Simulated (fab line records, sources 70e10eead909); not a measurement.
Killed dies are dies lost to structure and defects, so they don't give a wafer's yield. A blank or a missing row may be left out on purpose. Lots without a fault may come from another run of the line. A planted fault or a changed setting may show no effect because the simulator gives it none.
Which tool did it? | flow nand_harc | 12 lots, 36 wafers sampled, at 5 steps of a route of 1159

WHAT THE GAUGES READ, wafer by wafer
NHARC_END_SORT_01.
lot  | measured     | on        | killed_at_array | killed_at_other | killed_at_periphery | killed_dies | killed_open | killed_short
L349 | day 24 04:02 | prober-02 | 675 671 676     | 0 0 0           | 2 6 1               | 677 677 677 | 4 4 1       | 0 1 0
L347 | day 24 04:02 | prober-01 | 677 674 677     | 0 0 0           | 0 3 0               | 677 677 677 | 4 3 1       | 1 5 5

WHICH TOOL RAN EACH LOT (tool, then ch and the chambers of the sampled wafers, then the start)
lot  | NHARC_A_BLC_ETCH_17                | NHARC_A_BLC_STRIP_21               | NHARC_A_BLC_DEGAS_30         | NHARC_A_BLC_PVD_32
L329 | rie_diel-04 ch 0,2,3, day 17 15:57 | rie_diel-12 ch 1,2,3, day 17 17:07 | pvd_sputter-03, day 17 17:32 | pvd_sputter-03, no start
L330 | rie_diel-12 ch 0,1,2, day 17 16:22 | rie_diel-10 ch 0,2,3, day 17 17:17 | pvd_sputter-01, day 17 17:41 | pvd_sputter-01, no start
L332 | rie_diel-12 ch 0,2,3, day 17 17:29 | rie_diel-10 ch 0,1,3, day 17 18:28 | pvd_sputter-03, day 17 18:54 | pvd_sputter-03, no start
L328 | rie_diel-04 ch 1,3, day 17 19:39   | rie_diel-12 ch 2,3, day 17 20:38   | pvd_sputter-03, day 17 21:03 | pvd_sputter-03, no start
L333 | rie_diel-12 ch 0,1,3, day 18 11:44 | rie_diel-12 ch 1,2,3, day 18 12:38 | pvd_sputter-01, day 18 13:02 | pvd_sputter-01, no start
L334 | rie_diel-04 ch 0,1, day 19 01:43   | rie_diel-04 ch 1,3, day 19 02:41   | pvd_sputter-03, day 19 03:06 | pvd_sputter-03, no start
L335 | rie_diel-04 ch 0,1,2, day 19 05:44 | rie_diel-04 ch 0,1,2, day 19 06:49 | pvd_sputter-02, day 19 07:16 | pvd_sputter-02, no start
L338 | rie_diel-12 ch 0,1,2, day 19 15:01 | rie_diel-12 ch 1,2, day 19 15:54   | pvd_sputter-01, day 19 16:19 | pvd_sputter-01, no start
L337 | rie_diel-10 ch 0,1,2, day 19 15:10 | rie_diel-04 ch 2,3, day 19 16:04   | pvd_sputter-03, day 19 16:29 | pvd_sputter-03, no start
L349 | rie_diel-04 ch 0,1,2, day 22 00:16 | rie_diel-04 ch 1,2,3, day 22 01:11 | pvd_sputter-02, day 22 01:36 | pvd_sputter-02, day 24 04:02 or earlier
L347 | rie_diel-12 ch 0,2,3, day 22 00:31 | rie_diel-04 ch 0,1,3, day 22 01:40 | pvd_sputter-02, day 22 02:05 | pvd_sputter-02, day 24 04:02 or earlier
L351 | rie_diel-10 ch 0,1, day 22 20:28   | rie_diel-04 ch 0,1,2, day 22 21:32 | pvd_sputter-02, day 22 21:58 | pvd_sputter-02, no start
- NHARC_A_BLC_ETCH_17: etches the open film in N2/H2, target depth 390 nm, time 609.38 s.
- NHARC_A_BLC_STRIP_21: strips in O2.
- NHARC_A_BLC_DEGAS_30: time 60 s.
- NHARC_A_BLC_PVD_32: deposits Ti, target thk 5 nm, time 17.7 s.

WHAT THE TOOLS THEMSELVES READ (means of the sampled wafers that have a number; where no wafer has one, the mark that the record gives instead)
NHARC_A_BLC_ETCH_17.
lot  | tool        | bias_w (W) | chamber_pressure_mTorr (mTorr) | drypump_motor_current_A (A) | oes_product_au (a.u.) | rf_vpp_V (V) | showerhead_plenum_p_Torr (Torr) | throttle_valve_pct (%)
L329 | rie_diel-04 | 149.8      | 29.992                         | 5.9                         | 1.004                 | 428.8        | 1.99                            | 14.171
L330 | rie_diel-12 | 149.8      | 30.041                         | 5.5                         | 0.992                 | 429.8        | 2.01                            | 14.176
L332 | rie_diel-12 | 149.6      | 30.003                         | 5.7                         | 0.985                 | 428.8        | 1.99                            | 14.172
L328 | rie_diel-04 | 150.0      | 29.993                         | 5.5                         | 0.990                 | 431.1        | 2.05                            | 14.161
L333 | rie_diel-12 | 149.8      | 30.021                         | 5.7                         | 0.986                 | 428.3        | 1.96                            | 14.176
L334 | rie_diel-04 | 150.2      | 29.987                         | 5.8                         | 0.995                 | 432.9        | 2.13                            | 14.170
L335 | rie_diel-04 | 150.1      | 29.985                         | 5.9                         | 1.001                 | 431.5        | 2.07                            | 14.185
L338 | rie_diel-12 | 150.4      | 30.000                         | 5.5                         | 0.988                 | 429.7        | 2.01                            | 14.166
L337 | rie_diel-10 | 149.9      | 30.003                         | 5.2                         | 1.027                 | 430.1        | 2.03                            | 14.172
L349 | rie_diel-04 | -          | -                              | -                           | -                     | -            | -                               | -
L347 | rie_diel-12 | -          | -                              | -                           | -                     | -            | -                               | -
L351 | rie_diel-10 | 149.8      | 29.975                         | 5.2                         | 1.017                 | 430.9        | 2.03                            | 14.177

NHARC_A_BLC_STRIP_21.
lot  | tool        | drypump_motor_current_A (A) | oes_product_au (a.u.) | rf_vpp_V (V) | showerhead_plenum_p_Torr (Torr) | throttle_valve_pct (%)
L329 | rie_diel-12 | 5.5                         | 0.992                 | 57.9         | 3.53                            | 17.029
L330 | rie_diel-10 | 5.6                         | 1.011                 | 58.8         | 3.58                            | 17.033
L332 | rie_diel-10 | 5.5                         | 1.024                 | 57.5         | 3.64                            | 17.039
L328 | rie_diel-12 | 5.7                         | 0.991                 | 57.8         | 3.51                            | 17.030
L333 | rie_diel-12 | 5.5                         | 0.998                 | 57.8         | 3.53                            | 17.044
L334 | rie_diel-04 | 5.5                         | 1.006                 | 56.7         | 3.42                            | 17.040
L335 | rie_diel-04 | 5.9                         | 0.994                 | 57.6         | 3.58                            | 17.043
L338 | rie_diel-12 | 5.3                         | 0.996                 | 57.9         | 3.54                            | 17.034
L337 | rie_diel-04 | 5.8                         | 1.006                 | 58.3         | 3.35                            | 17.032
L349 | rie_diel-04 | 5.7                         | 1.004                 | 58.0         | 3.45                            | 17.038
L347 | rie_diel-04 | 5.8                         | 0.994                 | 57.6         | 3.55                            | 17.029
L351 | rie_diel-04 | 5.9                         | 1.004                 | 57.2         | 3.58                            | 17.043

NHARC_A_BLC_DEGAS_30.
lot  | tool           | heater_power_w (W)
L329 | pvd_sputter-03 | 463
L330 | pvd_sputter-01 | 472
L332 | pvd_sputter-03 | 429
L328 | pvd_sputter-03 | 473
L333 | pvd_sputter-01 | 491
L334 | pvd_sputter-03 | 469
L335 | pvd_sputter-02 | 433
L338 | pvd_sputter-01 | 412
L337 | pvd_sputter-03 | 468
L349 | pvd_sputter-02 | 428
L347 | pvd_sputter-02 | 420
L351 | pvd_sputter-02 | 431

NHARC_A_BLC_PVD_32.
lot  | tool           | chamber_pressure_pa (Pa) | throttle_valve_pct (%)
L329 | pvd_sputter-03 | 4.988                    | 31.2
L330 | pvd_sputter-01 | 5.001                    | 30.9
L332 | pvd_sputter-03 | 4.999                    | 31.3
L328 | pvd_sputter-03 | 4.996                    | 29.6
L333 | pvd_sputter-01 | 4.994                    | 30.2
L334 | pvd_sputter-03 | 4.990                    | 29.6
L335 | pvd_sputter-02 | 4.995                    | 29.9
L338 | pvd_sputter-01 | 4.993                    | 29.3
L337 | pvd_sputter-03 | 4.988                    | 30.9
L349 | pvd_sputter-02 | 5.002                    | 30.0
L347 | pvd_sputter-02 | 4.997                    | 31.2
L351 | pvd_sputter-02 | 4.998                    | 30.3

THE ANSWER, worked out from the rows above alone
Rule: what is usual is taken from the lots themselves. Put in order of their means at a reading, lots are off if they are a third of the lots or fewer, leave a main group of 4 or more, and stand apart from it by a gap of 3 or more times the standard deviation of the main group's means; of several such gaps the widest counts. A main group whose means are all the same, to the digits that the tables above print for the reading, isn't used. A lot without any number at a reading at which 4 lots or more have one is off too. The other lots that the step has rows for count as sound. The gauges are gone through in route order, then the tools' own readings, and for those a lot's mean is taken as printed above. The first step at which some lot is off is used, and at that step the reading that is off furthest; a lot without a number counts as furthest.
Off: L349, L347, at NHARC_A_BLC_ETCH_17 (bias_w). Without a number there: L349, L347. The main group: mean 149.9 W, standard deviation 0.22.
A tool fits if, at that step or a process step before it, it ran every lot that is off, and no sound lot after the first of them. None of those tried fits.

WHAT THE SIMULATOR HAD PUT IN
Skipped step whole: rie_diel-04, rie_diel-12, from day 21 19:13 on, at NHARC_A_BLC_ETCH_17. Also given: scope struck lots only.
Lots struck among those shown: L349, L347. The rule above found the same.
